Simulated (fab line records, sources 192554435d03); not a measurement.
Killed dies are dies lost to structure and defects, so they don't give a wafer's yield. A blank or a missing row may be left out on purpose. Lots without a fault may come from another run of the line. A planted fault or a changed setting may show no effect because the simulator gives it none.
Chamber matching | flow n5_finfet | N5_HKMG_FIN_ALD_71 on ald_metal-03: 4 sister chambers
The step deposits TiN, target thk 1 nm, pulse time 1 s, purge time 3 s. 16 wafers are shown with their chamber, then 8 later ones without.

WAFERS WITH THEIR CHAMBER
wafer  | chamber | heater_power_w (W) | precursor_pulse_height_rel
L696.1 | 2       | 918                | 1.008
L696.4 | 3       | 862                | 0.971
L696.6 | 2       | 920                | 0.992
L698.2 | 3       | 854                | 1.000
L698.5 | 0       | 905                | 0.978
L698.6 | 1       | 680                | 0.978
L699.1 | 1       | 666                | 0.994
L699.2 | 0       | 879                | 1.027
L699.4 | 3       | 856                | 1.025
L700.4 | 3       | 843                | 0.984
L700.5 | 0       | 882                | 1.023
L700.6 | 3       | 861                | 0.985
L701.3 | 0       | 879                | 0.976
L701.4 | 1       | 680                | 1.049
L701.6 | 3       | 854                | 0.971
L712.2 | 2       | 907                | 1.017

SIGNATURES (means of the wafers above)
reading                    | chamber 0 | chamber 1 | chamber 2 | chamber 3 | scatter within a chamber
heater_power_w             | 886.25    | 675.33    | 915.00    | 855.00    | 8.83
precursor_pulse_height_rel | 1.00100   | 1.00700   | 1.00567   | 0.98933   | 0.025
Rule: a wafer's distance from a chamber is the root of the sum, over the readings, of the square of ((its reading less the chamber's mean) divided by the reading's scatter). The wafer belongs to the nearest chamber; if the next one is less than 2 further off, it can't be placed. The scatter: the root of (the sum of the squares of (reading less its chamber's mean) over the shown wafers, divided by (wafers less chambers)).

WAFERS WITHOUT THEIR CHAMBER
wafer  | heater_power_w (W) | precursor_pulse_height_rel
L712.3 | 694                | 1.030
L712.4 | 871                | 1.021
L713.3 | 669                | 1.005
L713.4 | 849                | 1.005
L713.5 | 869                | 1.012
L718.1 | 936                | 1.001
L718.4 | 670                | 1.004
L718.6 | 846                | 1.011

WHICH CHAMBER EACH WENT THROUGH
wafer  | from the rows above     | in truth
L712.3 | 1                       | 1
L712.4 | can't be placed: 0 or 3 | 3
L713.3 | 1                       | 1
L713.4 | 3                       | 3
L713.5 | can't be placed: 3 or 0 | 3
L718.1 | 2                       | 2
L718.4 | 1                       | 1
L718.6 | 3                       | 3
Placed correctly: 6 of 8. Can't be placed from these rows: 2 (the true chamber is among the candidates in 2). Placed wrongly: 0.
